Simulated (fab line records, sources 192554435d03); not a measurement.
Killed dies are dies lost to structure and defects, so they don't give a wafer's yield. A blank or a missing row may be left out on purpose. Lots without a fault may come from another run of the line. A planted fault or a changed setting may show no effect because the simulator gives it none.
Split-lot experiment | flow n5_finfet | 7 lots, 21 wafers read, on a route of 1938 steps

THE SPLIT
At N5_BEOL_M10_EXPOSE_25 (exposes mask V9), the setting dose_mj was moved away from the recipe's 85.5 on 5 of the 21 wafers read, by +2.3% to +7.3%. The other wafers ran this setting at the recipe's value.

FROM THE SPLIT TO THE READING: what the file shows between them, 2 steps
- N5_BEOL_M10_PEB_26: peb time 60 s
- N5_BEOL_M10_DEVELOP_27: develop time 30 s

THE READING
cd_nm, in nm, at N5_BEOL_M10_CD_MEAS_28 (target cd 70 nm). Fault-free wafers of this fab line usually give 69.8 nm, standard deviation 0.78 nm.

wafer  | tool, chamber at the split | dose_mj as run | against the recipe | cd_nm, nm | against lot-mates on the recipe
L076.1 | arfi_scanner-01, 0         | 85.5           | recipe             | 70.9      | -
L076.3 | arfi_scanner-01, 0         | 85.5           | recipe             | 70.0      | -
L076.6 | arfi_scanner-01, 0         | 85.5           | recipe             | 69.0      | -
L078.2 | arfi_scanner-03, 0         | 85.5           | recipe             | 69.1      | -
L078.3 | arfi_scanner-03, 0         | 85.5           | recipe             | 69.4      | -
L078.6 | arfi_scanner-03, 0         | 85.5           | recipe             | 70.2      | -
L080.1 | arfi_scanner-02, 0         | 87.46          | +2.3%              | 71.2      | +1.0
L080.5 | arfi_scanner-02, 0         | 85.5           | recipe             | 70.2      | -
L080.6 | arfi_scanner-02, 0         | 87.46          | +2.3%              | 72.0      | +1.8
L085.1 | arfi_scanner-03, 0         | 85.5           | recipe             | 71.2      | -
L085.2 | arfi_scanner-03, 0         | 85.5           | recipe             | 71.6      | -
L085.4 | arfi_scanner-03, 0         | 85.5           | recipe             | 71.0      | -
L086.1 | arfi_scanner-03, 0         | 85.5           | recipe             | 69.7      | -
L086.4 | arfi_scanner-03, 0         | 85.5           | recipe             | 70.4      | -
L086.6 | arfi_scanner-03, 0         | 85.5           | recipe             | 70.4      | -
L093.2 | arfi_scanner-03, 0         | 91.75          | +7.3%              | 75.9      | +5.8
L093.5 | arfi_scanner-03, 0         | 85.5           | recipe             | 69.9      | -
L093.6 | arfi_scanner-03, 0         | 85.5           | recipe             | 70.3      | -
L094.1 | arfi_scanner-01, 0         | 85.5           | recipe             | 69.8      | -
L094.4 | arfi_scanner-01, 0         | 87.7           | +2.6%              | 71.6      | +1.8
L094.6 | arfi_scanner-01, 0         | 87.7           | +2.6%              | 71.2      | +1.4

THE FIT
A straight line over all 21 wafers: cd_nm changes by +0.718 nm for each +1% of dose_mj; r = +0.88; the points scatter about the line by 0.71 nm.
The same after taking each lot's own level away (the mean of its wafers on the recipe; 21 wafers): +0.749 nm for each +1%; r = +0.95; scatter 0.45 nm.
On that fit, the largest move of dose_mj shifts the reading by 5.5 nm.
The lots' own levels span 69.57 to 71.27 nm, that is 2.2 times the standard deviation above.
So the lot-to-lot level changes the slope little: the two slopes agree.
Check: with one of the wafers moved furthest among these (+7.3%) left out of the fit, the line predicts +4.51 nm for it against its lot-mates. It came out at +5.8 nm against them.

OTHER SPLITS ON THESE WAFERS
These wafers also went through other splits before the reading. Each is held against what the fit with the lots' levels taken away leaves over:
other split on the same wafers       | wafers away from the commonest value | r with cd_nm (lot level and that fit taken away)
N5_BEOL_M8_DEVELOP_10 develop_time_s | 8                                    | +0.18
N5_BEOL_M10_COAT_22 spin_rpm         | 7                                    | -0.05

THE FILE'S OWN FIT
cd_nm changes by +0.763 nm for each +1% of dose_mj, r = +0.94.
